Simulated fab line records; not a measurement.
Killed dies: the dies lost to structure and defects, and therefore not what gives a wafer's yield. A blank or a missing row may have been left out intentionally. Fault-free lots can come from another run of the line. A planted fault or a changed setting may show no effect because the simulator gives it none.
Which tool did it? / flow nandHarc / 24 lots with 72 wafers sampled at 6 steps, on a route of 1159 steps

WHAT EACH GAUGE READ, for each wafer
NHARC_A_WL_FILL_INSPECT_15.
lot=L074; measured=day 16 01:07; on=defectInspect-02; rawDefectCount=323 349 500
lot=L077; measured=day 16 17:51; on=defectInspect-02; rawDefectCount=300 292 240
lot=L075; measured=day 16 19:18; on=defectInspect-01; rawDefectCount=473 398 328
lot=L076; measured=day 17 12:36; on=defectInspect-01; rawDefectCount=369 294 523
lot=L079; measured=day 17 13:11; on=defectInspect-02; rawDefectCount=250 425 367
lot=L078; measured=day 17 08:48; on=defectInspect-01; rawDefectCount=518 875 414
lot=L080; measured=day 17 17:28; on=defectInspect-01; rawDefectCount=448 486 372
lot=L081; measured=day 17 21:24; on=defectInspect-01; rawDefectCount=385 445 502
lot=L083; measured=day 18 02:55; on=defectInspect-02; rawDefectCount=242 211 202
lot=L082; measured=day 18 14:14; on=defectInspect-01; rawDefectCount=475 474 421
lot=L085; measured=day 18 22:08; on=defectInspect-01; rawDefectCount=407 307 548
lot=L084; measured=day 18 22:31; on=defectInspect-02; rawDefectCount=182 389 243
lot=L086; measured=day 19 05:53; on=defectInspect-02; rawDefectCount=331 413 446
lot=L088; measured=day 19 05:47; on=defectInspect-02; rawDefectCount=429 323 435
lot=L087; measured=day 19 14:29; on=defectInspect-01; rawDefectCount=382 291 370
lot=L089; measured=day 19 19:24; on=defectInspect-02; rawDefectCount=284 369 381
lot=L090; measured=day 19 16:14; on=defectInspect-01; rawDefectCount=551 464 345
lot=L092; measured=day 20 08:23; on=defectInspect-01; rawDefectCount=359 426 404
lot=L091; measured=day 20 07:20; on=defectInspect-01; rawDefectCount=355 538 691
lot=L093; measured=day 20 16:19; on=defectInspect-01; rawDefectCount=354 227 319
lot=L097; measured=day 21 08:31; on=defectInspect-01; rawDefectCount=263 263 273
lot=L094; measured=day 21 12:49; on=defectInspect-01; rawDefectCount=419 519 462
lot=L095; measured=day 21 13:16; on=defectInspect-02; rawDefectCount=369 394 285
lot=L096; measured=day 21 18:22; on=defectInspect-02; rawDefectCount=409 676 489

NHARC_A_CONTACT_CD_MEAS_53.
lot=L074; measured=day 16 08:31; on=cdSem-01; cdNm (nm)=188.7 188.7 188.9
lot=L077; measured=day 17 01:41; on=cdSem-02; cdNm (nm)=189.7 189.9 189.8
lot=L075; measured=day 17 02:48; on=cdSem-03; cdNm (nm)=190.3 190.6 190.4
lot=L076; measured=day 17 19:35; on=cdSem-03; cdNm (nm)=188.6 188.7 189.1
lot=L079; measured=day 17 20:24; on=cdSem-03; cdNm (nm)=190.0 190.3 190.6
lot=L078; measured=day 17 17:35; on=cdSem-02; cdNm (nm)=188.5 188.8 188.2
lot=L080; measured=day 18 00:52; on=cdSem-03; cdNm (nm)=189.4 189.1 188.9
lot=L081; measured=day 18 05:38; on=cdSem-02; cdNm (nm)=189.6 190.4 190.6
lot=L083; measured=day 18 10:52; on=cdSem-03; cdNm (nm)=189.2 189.9 189.2
lot=L082; measured=day 18 22:10; on=cdSem-01; cdNm (nm)=190.0 190.0 189.6
lot=L085; measured=day 19 06:08; on=cdSem-01; cdNm (nm)=188.4 188.2 187.7
lot=L084; measured=day 19 05:49; on=cdSem-02; cdNm (nm)=189.2 190.0 189.7
lot=L086; measured=day 19 15:37; on=cdSem-02; cdNm (nm)=188.5 189.1 189.4
lot=L088; measured=day 19 14:23; on=cdSem-01; cdNm (nm)=190.1 189.2 189.2
lot=L087; measured=day 19 21:52; on=cdSem-03; cdNm (nm)=189.2 189.7 189.8
lot=L089; measured=day 20 03:44; on=cdSem-03; cdNm (nm)=190.6 190.1 191.3
lot=L090; measured=day 19 23:59; on=cdSem-02; cdNm (nm)=187.3 188.1 187.8
lot=L092; measured=day 20 17:22; on=cdSem-03; cdNm (nm)=190.2 189.5 189.8
lot=L091; measured=day 20 15:10; on=cdSem-02; cdNm (nm)=189.8 189.9 189.7
lot=L093; measured=day 20 23:37; on=cdSem-02; cdNm (nm)=189.2 189.5 189.2
lot=L097; measured=day 21 15:36; on=cdSem-03; cdNm (nm)=190.1 190.5 190.0
lot=L094; measured=day 21 19:56; on=cdSem-02; cdNm (nm)=190.6 189.8 190.0
lot=L095; measured=day 21 20:44; on=cdSem-03; cdNm (nm)=190.5 190.9 190.6
lot=L096; measured=day 22 01:40; on=cdSem-01; cdNm (nm)=190.1 189.7 189.6

EACH LOT AND THE TOOL THAT RAN IT (in order: tool; ch and the chambers of the sampled wafers; start)
lot=L074; NHARC_A_SLIT_ETCH_17=harEtch-02 ch 0, day 14 07:53; NHARC_A_WL_FILL_ALD_00=aldHk-01 ch 0,1,2, day 14 18:25; NHARC_A_WL_FILL_CVD_20=cvdW-01 ch 0,1, day 16 01:07 or earlier; NHARC_A_CONTACT_ETCH_113=harCapEtch-01 ch 0,1, day 16 06:46
lot=L077; NHARC_A_SLIT_ETCH_17=harEtch-01 ch 0,1, day 15 02:31; NHARC_A_WL_FILL_ALD_00=aldHk-02 ch 1,2,3, day 15 12:42; NHARC_A_WL_FILL_CVD_20=cvdW-01 ch 1, day 16 17:51 or earlier; NHARC_A_CONTACT_ETCH_113=harCapEtch-02 ch 0,1, day 16 23:59
lot=L075; NHARC_A_SLIT_ETCH_17=harEtch-02 ch 0,1, day 15 03:04; NHARC_A_WL_FILL_ALD_00=aldHk-03 ch 1,2, day 15 12:42; NHARC_A_WL_FILL_CVD_20=cvdW-02 ch 0,1, day 16 19:18 or earlier; NHARC_A_CONTACT_ETCH_113=harCapEtch-01 ch 0,1, day 17 01:06
lot=L076; NHARC_A_SLIT_ETCH_17=harEtch-02 ch 0, day 15 09:05; NHARC_A_WL_FILL_ALD_00=aldHk-02 ch 0,1, day 15 19:12; NHARC_A_WL_FILL_CVD_20=cvdW-02 ch 0,1, day 17 12:36 or earlier; NHARC_A_CONTACT_ETCH_113=harCapEtch-03 ch 0,1, day 17 17:53
lot=L079; NHARC_A_SLIT_ETCH_17=harEtch-01 ch 0, day 15 09:14; NHARC_A_WL_FILL_ALD_00=aldHk-01 ch 1,2,3, day 15 19:13; NHARC_A_WL_FILL_CVD_20=cvdW-01 ch 0,1, day 17 13:11 or earlier; NHARC_A_CONTACT_ETCH_113=harCapEtch-01 ch 0,1, day 17 18:40
lot=L078; NHARC_A_SLIT_ETCH_17=harEtch-02 ch 0,1, day 15 13:20; NHARC_A_WL_FILL_ALD_00=aldHk-02 ch 0,2,3, day 15 23:50; NHARC_A_WL_FILL_CVD_20=cvdW-01 ch 0,1, day 17 08:48 or earlier; NHARC_A_CONTACT_ETCH_113=harCapEtch-02 ch 0,1, day 17 15:40
lot=L080; NHARC_A_SLIT_ETCH_17=harEtch-01 ch 0,1, day 15 13:34; NHARC_A_WL_FILL_ALD_00=aldHk-03 ch 0,1,2, day 15 23:50; NHARC_A_WL_FILL_CVD_20=cvdW-01 ch 0,1, day 17 17:28 or earlier; NHARC_A_CONTACT_ETCH_113=harCapEtch-02 ch 0,1, day 17 23:08
lot=L081; NHARC_A_SLIT_ETCH_17=harEtch-02 ch 0,1, day 15 22:43; NHARC_A_WL_FILL_ALD_00=aldHk-02 ch 0,1,2, day 16 09:08; NHARC_A_WL_FILL_CVD_20=cvdW-02 ch 1, day 17 21:24 or earlier; NHARC_A_CONTACT_ETCH_113=harCapEtch-03 ch 0,1, day 18 03:55
lot=L083; NHARC_A_SLIT_ETCH_17=harEtch-01 ch 0,1, day 16 10:46; NHARC_A_WL_FILL_ALD_00=aldHk-03 ch 0,1, day 16 20:39; NHARC_A_WL_FILL_CVD_20=cvdW-01 ch 0,1, day 18 02:55 or earlier; NHARC_A_CONTACT_ETCH_113=harCapEtch-02 ch 0,1, day 18 09:10
lot=L082; NHARC_A_SLIT_ETCH_17=harEtch-02 ch 0,1, day 16 10:48; NHARC_A_WL_FILL_ALD_00=aldHk-02 ch 0,3, day 17 01:25; NHARC_A_WL_FILL_CVD_20=cvdW-01 ch 0,1, day 18 14:14 or earlier; NHARC_A_CONTACT_ETCH_113=harCapEtch-01 ch 1, day 18 20:26
lot=L085; NHARC_A_SLIT_ETCH_17=harEtch-02 ch 0,1, day 17 03:40; NHARC_A_WL_FILL_ALD_00=aldHk-01 ch 2,3, day 17 13:54; NHARC_A_WL_FILL_CVD_20=cvdW-01 ch 0,1, day 18 22:08 or earlier; NHARC_A_CONTACT_ETCH_113=harCapEtch-01 ch 0,1, day 19 03:56
lot=L084; NHARC_A_SLIT_ETCH_17=harEtch-01 ch 0,1, day 17 03:44; NHARC_A_WL_FILL_ALD_00=aldHk-03 ch 0,1,3, day 17 13:53; NHARC_A_WL_FILL_CVD_20=cvdW-02 ch 0, day 18 22:31 or earlier; NHARC_A_CONTACT_ETCH_113=harCapEtch-03 ch 0, day 19 04:04
lot=L086; NHARC_A_SLIT_ETCH_17=harEtch-01 ch 0,1, day 17 15:49; NHARC_A_WL_FILL_ALD_00=aldHk-02 ch 0,2,3, day 18 02:14; NHARC_A_WL_FILL_CVD_20=cvdW-01 ch 0,1, day 19 05:53 or earlier; NHARC_A_CONTACT_ETCH_113=harCapEtch-01 ch 0,1, day 19 13:47
lot=L088; NHARC_A_SLIT_ETCH_17=harEtch-01 ch 1, day 17 17:46; NHARC_A_WL_FILL_ALD_00=aldHk-02 ch 1,2, day 18 02:34; NHARC_A_WL_FILL_CVD_20=cvdW-02 ch 0,1, day 19 05:47 or earlier; NHARC_A_CONTACT_ETCH_113=harCapEtch-02 ch 0,1, day 19 12:38
lot=L087; NHARC_A_SLIT_ETCH_17=harEtch-01 ch 0,1, day 17 19:27; NHARC_A_WL_FILL_ALD_00=aldHk-03 ch 1,2,3, day 18 08:42; NHARC_A_WL_FILL_CVD_20=cvdW-01 ch 0,1, day 19 14:29 or earlier; NHARC_A_CONTACT_ETCH_113=harCapEtch-03 ch 0,1, day 19 20:08
lot=L089; NHARC_A_SLIT_ETCH_17=harEtch-02 ch 0,1, day 17 23:38; NHARC_A_WL_FILL_ALD_00=aldHk-02 ch 0,1, day 18 10:14; NHARC_A_WL_FILL_CVD_20=cvdW-01 ch 0,1, day 19 19:24 or earlier; NHARC_A_CONTACT_ETCH_113=harCapEtch-02 ch 0, day 20 02:00
lot=L090; NHARC_A_SLIT_ETCH_17=harEtch-01 ch 0,1, day 17 23:58; NHARC_A_WL_FILL_ALD_00=aldHk-02 ch 1,3, day 18 10:04; NHARC_A_WL_FILL_CVD_20=cvdW-02 ch 0, day 19 16:14 or earlier; NHARC_A_CONTACT_ETCH_113=harCapEtch-03 ch 0,1, day 19 22:16
lot=L092; NHARC_A_SLIT_ETCH_17=harEtch-01 ch 1, day 18 14:54; NHARC_A_WL_FILL_ALD_00=aldHk-01 ch 0,1,3, day 19 01:18; NHARC_A_WL_FILL_CVD_20=cvdW-02 ch 0,1, day 20 08:23 or earlier; NHARC_A_CONTACT_ETCH_113=harCapEtch-03 ch 0,1, day 20 15:14
lot=L091; NHARC_A_SLIT_ETCH_17=harEtch-02 ch 0,1, day 18 15:20; NHARC_A_WL_FILL_ALD_00=aldHk-03 ch 0,3, day 19 01:07; NHARC_A_WL_FILL_CVD_20=cvdW-01 ch 1, day 20 07:20 or earlier; NHARC_A_CONTACT_ETCH_113=harCapEtch-01 ch 0,1, day 20 13:28
lot=L093; NHARC_A_SLIT_ETCH_17=harEtch-01 ch 0,1, day 18 16:40; NHARC_A_WL_FILL_ALD_00=aldHk-02 ch 1,2, day 19 01:05; NHARC_A_WL_FILL_CVD_20=cvdW-02 ch 0,1, day 20 16:19 or earlier; NHARC_A_CONTACT_ETCH_113=harCapEtch-02 ch 0,1, day 20 21:52
lot=L097; NHARC_A_SLIT_ETCH_17=harEtch-01 ch 1, day 19 13:02; NHARC_A_WL_FILL_ALD_00=aldHk-03 ch 0,1,2, day 19 23:10; NHARC_A_WL_FILL_CVD_20=cvdW-02 ch 0,1, day 21 08:31 or earlier; NHARC_A_CONTACT_ETCH_113=harCapEtch-02 ch 0,1, day 21 13:53
lot=L094; NHARC_A_SLIT_ETCH_17=harEtch-02 ch 0,1, day 19 16:49; NHARC_A_WL_FILL_ALD_00=aldHk-03 ch 0,3, day 20 03:57; NHARC_A_WL_FILL_CVD_20=cvdW-02 ch 0,1, day 21 12:49 or earlier; NHARC_A_CONTACT_ETCH_113=harCapEtch-03 ch 0,1, day 21 18:14
lot=L095; NHARC_A_SLIT_ETCH_17=harEtch-02 ch 0, day 19 18:00; NHARC_A_WL_FILL_ALD_00=aldHk-03 ch 1,2,3, day 20 04:08; NHARC_A_WL_FILL_CVD_20=cvdW-01 ch 0,1, day 21 13:16 or earlier; NHARC_A_CONTACT_ETCH_113=harCapEtch-01 ch 0,1, day 21 19:00
lot=L096; NHARC_A_SLIT_ETCH_17=harEtch-01 ch 0,1, day 20 00:19; NHARC_A_WL_FILL_ALD_00=aldHk-03 ch 1,2,3, day 20 10:47; NHARC_A_WL_FILL_CVD_20=cvdW-02 ch 0,1, day 21 18:22 or earlier; NHARC_A_CONTACT_ETCH_113=harCapEtch-03 ch 0,1, day 21 23:56
- NHARC_A_SLIT_ETCH_17: etches the open film in C4F8/O2/Ar, time 1687.5 s, target depth 10100 nm.
- NHARC_A_WL_FILL_ALD_00: deposits Al2O3, target thk 3 nm, pulse time 3 s, ald cycles 30.
- NHARC_A_WL_FILL_CVD_20: deposits W, target thk 75 nm, time 5064 s.
- NHARC_A_CONTACT_ETCH_113: etches the open film in C4F8/O2/Ar, time 94 s, target depth 922 nm.

AS READ BY THE TOOLS THEMSELVES (means over the sampled wafers that have a number; for cases with no such wafer, the mark the record gives instead)
NHARC_A_SLIT_ETCH_17.
lot=L074; tool=harEtch-02; drypumpMotorCurrentA (A)=6.7; escClampCurrentUA=0.0203; showerheadPlenumPTorr (Torr)=3.52; throttleValvePct (%)=32.049
lot=L077; tool=harEtch-01; drypumpMotorCurrentA (A)=5.7; escClampCurrentUA=0.0213; showerheadPlenumPTorr (Torr)=3.58; throttleValvePct (%)=32.043
lot=L075; tool=harEtch-02; drypumpMotorCurrentA (A)=6.3; escClampCurrentUA=0.0205; showerheadPlenumPTorr (Torr)=3.61; throttleValvePct (%)=32.053
lot=L076; tool=harEtch-02; drypumpMotorCurrentA (A)=6.7; escClampCurrentUA=0.0203; showerheadPlenumPTorr (Torr)=3.52; throttleValvePct (%)=32.049
lot=L079; tool=harEtch-01; drypumpMotorCurrentA (A)=6.1; escClampCurrentUA=0.0214; showerheadPlenumPTorr (Torr)=3.56; throttleValvePct (%)=32.047
lot=L078; tool=harEtch-02; drypumpMotorCurrentA (A)=5.9; escClampCurrentUA=0.0206; showerheadPlenumPTorr (Torr)=3.70; throttleValvePct (%)=32.043
lot=L080; tool=harEtch-01; drypumpMotorCurrentA (A)=5.8; escClampCurrentUA=0.0213; showerheadPlenumPTorr (Torr)=3.58; throttleValvePct (%)=32.041
lot=L081; tool=harEtch-02; drypumpMotorCurrentA (A)=6.3; escClampCurrentUA=0.0205; showerheadPlenumPTorr (Torr)=3.60; throttleValvePct (%)=32.049
lot=L083; tool=harEtch-01; drypumpMotorCurrentA (A)=5.4; escClampCurrentUA=0.0214; showerheadPlenumPTorr (Torr)=3.59; throttleValvePct (%)=32.040
lot=L082; tool=harEtch-02; drypumpMotorCurrentA (A)=5.9; escClampCurrentUA=0.0207; showerheadPlenumPTorr (Torr)=3.69; throttleValvePct (%)=32.045
lot=L085; tool=harEtch-02; drypumpMotorCurrentA (A)=6.3; escClampCurrentUA=0.0205; showerheadPlenumPTorr (Torr)=3.60; throttleValvePct (%)=32.052
lot=L084; tool=harEtch-01; drypumpMotorCurrentA (A)=5.8; escClampCurrentUA=0.0213; showerheadPlenumPTorr (Torr)=3.57; throttleValvePct (%)=32.042
lot=L086; tool=harEtch-01; drypumpMotorCurrentA (A)=5.8; escClampCurrentUA=0.0214; showerheadPlenumPTorr (Torr)=3.56; throttleValvePct (%)=32.051
lot=L088; tool=harEtch-01; drypumpMotorCurrentA (A)=5.1; escClampCurrentUA=0.0213; showerheadPlenumPTorr (Torr)=3.59; throttleValvePct (%)=32.043
lot=L087; tool=harEtch-01; drypumpMotorCurrentA (A)=5.4; escClampCurrentUA=0.0214; showerheadPlenumPTorr (Torr)=3.58; throttleValvePct (%)=32.036
lot=L089; tool=harEtch-02; drypumpMotorCurrentA (A)=6.3; escClampCurrentUA=0.0205; showerheadPlenumPTorr (Torr)=3.59; throttleValvePct (%)=32.042
lot=L090; tool=harEtch-01; drypumpMotorCurrentA (A)=5.7; escClampCurrentUA=0.0214; showerheadPlenumPTorr (Torr)=3.56; throttleValvePct (%)=32.046
lot=L092; tool=harEtch-01; drypumpMotorCurrentA (A)=5.1; escClampCurrentUA=0.0214; showerheadPlenumPTorr (Torr)=3.59; throttleValvePct (%)=32.052
lot=L091; tool=harEtch-02; drypumpMotorCurrentA (A)=6.3; escClampCurrentUA=0.0205; showerheadPlenumPTorr (Torr)=3.59; throttleValvePct (%)=32.038
lot=L093; tool=harEtch-01; drypumpMotorCurrentA (A)=5.8; escClampCurrentUA=0.0214; showerheadPlenumPTorr (Torr)=3.56; throttleValvePct (%)=32.043
lot=L097; tool=harEtch-01; drypumpMotorCurrentA (A)=5.1; escClampCurrentUA=0.0214; showerheadPlenumPTorr (Torr)=3.58; throttleValvePct (%)=32.043
lot=L094; tool=harEtch-02; drypumpMotorCurrentA (A)=5.9; escClampCurrentUA=0.0206; showerheadPlenumPTorr (Torr)=3.67; throttleValvePct (%)=32.049
lot=L095; tool=harEtch-02; drypumpMotorCurrentA (A)=6.7; escClampCurrentUA=0.0203; showerheadPlenumPTorr (Torr)=3.49; throttleValvePct (%)=32.046
lot=L096; tool=harEtch-01; drypumpMotorCurrentA (A)=5.7; escClampCurrentUA=0.0214; showerheadPlenumPTorr (Torr)=3.55; throttleValvePct (%)=32.051

NHARC_A_WL_FILL_ALD_00.
lot=L074; tool=aldHk-01; heaterPowerW (W)=505; precursorPulseHeightRel=1.005
lot=L077; tool=aldHk-02; heaterPowerW (W)=451; precursorPulseHeightRel=1.010
lot=L075; tool=aldHk-03; heaterPowerW (W)=471; precursorPulseHeightRel=1.004
lot=L076; tool=aldHk-02; heaterPowerW (W)=488; precursorPulseHeightRel=0.985
lot=L079; tool=aldHk-01; heaterPowerW (W)=506; precursorPulseHeightRel=0.998
lot=L078; tool=aldHk-02; heaterPowerW (W)=443; precursorPulseHeightRel=0.999
lot=L080; tool=aldHk-03; heaterPowerW (W)=479; precursorPulseHeightRel=0.997
lot=L081; tool=aldHk-02; heaterPowerW (W)=448; precursorPulseHeightRel=0.997
lot=L083; tool=aldHk-03; heaterPowerW (W)=481; precursorPulseHeightRel=1.015
lot=L082; tool=aldHk-02; heaterPowerW (W)=476; precursorPulseHeightRel=0.987
lot=L085; tool=aldHk-01; heaterPowerW (W)=470; precursorPulseHeightRel=0.984
lot=L084; tool=aldHk-03; heaterPowerW (W)=482; precursorPulseHeightRel=1.001
lot=L086; tool=aldHk-02; heaterPowerW (W)=440; precursorPulseHeightRel=1.010
lot=L088; tool=aldHk-02; heaterPowerW (W)=421; precursorPulseHeightRel=1.008
lot=L087; tool=aldHk-03; heaterPowerW (W)=486; precursorPulseHeightRel=1.004
lot=L089; tool=aldHk-02; heaterPowerW (W)=485; precursorPulseHeightRel=0.996
lot=L090; tool=aldHk-02; heaterPowerW (W)=479; precursorPulseHeightRel=1.001
lot=L092; tool=aldHk-01; heaterPowerW (W)=495; precursorPulseHeightRel=0.979
lot=L091; tool=aldHk-03; heaterPowerW (W)=500; precursorPulseHeightRel=0.990
lot=L093; tool=aldHk-02; heaterPowerW (W)=444; precursorPulseHeightRel=1.006
lot=L097; tool=aldHk-03; heaterPowerW (W)=484; precursorPulseHeightRel=0.984
lot=L094; tool=aldHk-03; heaterPowerW (W)=503; precursorPulseHeightRel=0.980
lot=L095; tool=aldHk-03; heaterPowerW (W)=486; precursorPulseHeightRel=0.986
lot=L096; tool=aldHk-03; heaterPowerW (W)=489; precursorPulseHeightRel=0.980

NHARC_A_WL_FILL_CVD_20.
lot=L074; tool=cvdW-01; heaterPowerW (W)=460; throttleValvePct (%)=8.03
lot=L077; tool=cvdW-01; heaterPowerW (W)=467; throttleValvePct (%)=7.77
lot=L075; tool=cvdW-02; heaterPowerW (W)=458; throttleValvePct (%)=7.94
lot=L076; tool=cvdW-02; heaterPowerW (W)=446; throttleValvePct (%)=7.73
lot=L079; tool=cvdW-01; heaterPowerW (W)=464; throttleValvePct (%)=7.94
lot=L078; tool=cvdW-01; heaterPowerW (W)=464; throttleValvePct (%)=8.10
lot=L080; tool=cvdW-01; heaterPowerW (W)=463; throttleValvePct (%)=7.93
lot=L081; tool=cvdW-02; heaterPowerW (W)=450; throttleValvePct (%)=7.98
lot=L083; tool=cvdW-01; heaterPowerW (W)=460; throttleValvePct (%)=8.05
lot=L082; tool=cvdW-01; heaterPowerW (W)=463; throttleValvePct (%)=8.23
lot=L085; tool=cvdW-01; heaterPowerW (W)=469; throttleValvePct (%)=8.05
lot=L084; tool=cvdW-02; heaterPowerW (W)=455; throttleValvePct (%)=7.62
lot=L086; tool=cvdW-01; heaterPowerW (W)=463; throttleValvePct (%)=8.06
lot=L088; tool=cvdW-02; heaterPowerW (W)=454; throttleValvePct (%)=7.60
lot=L087; tool=cvdW-01; heaterPowerW (W)=461; throttleValvePct (%)=8.17
lot=L089; tool=cvdW-01; heaterPowerW (W)=469; throttleValvePct (%)=8.28
lot=L090; tool=cvdW-02; heaterPowerW (W)=454; throttleValvePct (%)=7.51
lot=L092; tool=cvdW-02; heaterPowerW (W)=448; throttleValvePct (%)=7.81
lot=L091; tool=cvdW-01; heaterPowerW (W)=461; throttleValvePct (%)=7.94
lot=L093; tool=cvdW-02; heaterPowerW (W)=458; throttleValvePct (%)=7.82
lot=L097; tool=cvdW-02; heaterPowerW (W)=455; throttleValvePct (%)=7.72
lot=L094; tool=cvdW-02; heaterPowerW (W)=459; throttleValvePct (%)=7.68
lot=L095; tool=cvdW-01; heaterPowerW (W)=476; throttleValvePct (%)=8.12
lot=L096; tool=cvdW-02; heaterPowerW (W)=454; throttleValvePct (%)=7.90

THE ANSWER, worked out from the rows above alone
Rule: the lots themselves supply what counts as usual. Put in order of their means at a reading, lots are off if they are a third of the lots or fewer, leave a main group of 4 or more, and stand apart from it by a gap of 3 or more times the standard deviation of the main group's means; of several such gaps the widest counts. A main group is skipped when, at the precision printed for the reading in the tables above, its means are all equal. A lot without any number at a reading at which 4 lots or more have one is off too. Where the step has rows for the other lots, those lots are counted as sound. First the gauges in route order, then the tools' own readings, where a lot's mean is used as printed above. At the first step where some lot is off, the reading lying furthest off is the one used; lots without a number count as furthest.
Across all readings shown, no lot is off: no conclusion can be drawn from this.

WHAT THE SIMULATOR HAD PUT IN
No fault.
